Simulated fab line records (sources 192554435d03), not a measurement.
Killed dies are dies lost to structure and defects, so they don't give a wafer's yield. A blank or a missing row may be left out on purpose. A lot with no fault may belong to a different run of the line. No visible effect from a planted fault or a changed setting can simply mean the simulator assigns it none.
Matching of chambers    flow n5-finfet    N5_MOL_CONTACT_COAG_ALD_131 on ald-sin-03 has 4 sister chambers
The step deposits SiO2, target thk 5 nm, pulse time 1 s, co reactant pulse time 1 s. 14 wafers are shown with their chamber, then 7 later ones without.

## EACH WAFER AND ITS CHAMBER
wafer   chamber  heater-power-w (W)  precursor-pulse-height-rel
L076.2  1        67                  1.032
L076.4  0        67                  0.996
L076.6  1        66                  0.983
L075.2  0        66                  0.975
L075.3  1        67                  1.016
L075.4  3        80                  1.010
L087.4  3        82                  0.995
L087.5  3        79                  0.998
L087.6  2        68                  1.000
L088.1  2        69                  0.935
L088.2  0        65                  0.983
L088.6  2        70                  0.989
L094.1  3        78                  0.985
L094.2  0        67                  1.000

SIGNATURES (averages over the wafers above)
reading                     chamber 0  chamber 1  chamber 2  chamber 3  scatter within a chamber
heater-power-w              66.25      66.67      69.00      79.75      1.19
precursor-pulse-height-rel  0.98850    1.01033    0.97467    0.99700    0.0209
Rule: a wafer lies at a distance from a chamber equal to the root of the sum of squares, over the readings, of (its reading less the chamber's mean, divided by the reading's scatter). If the next closest chamber is less than 2 further off than the closest, the wafer can't be placed; otherwise it belongs to the closest. The scatter: the root of (the sum of the squares of (reading less its chamber's mean) over the shown wafers, divided by (wafers less chambers)).

## WAFERS MISSING THEIR CHAMBER
wafer   heater-power-w (W)  precursor-pulse-height-rel
L094.5  67                  1.016
L095.3  80                  0.994
L095.5  77                  0.998
L095.6  71                  1.007
L097.2  71                  1.008
L097.3  68                  0.986
L097.4  66                  0.989

## THE CHAMBER EACH PASSED THROUGH
wafer   from the rows above           in truth
L094.5  can't be placed: 1 or 0       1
L095.3  3                             3
L095.5  3                             3
L095.6  can't be placed: 2 or 1 or 0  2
L097.2  can't be placed: 2 or 1 or 0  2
L097.3  can't be placed: 2 or 0 or 1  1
L097.4  can't be placed: 0 or 1       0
Placed correctly: 2 of 7. From these rows, 5 cannot be placed; in 5 the true chamber is one of the candidates. Placed wrongly: 0.
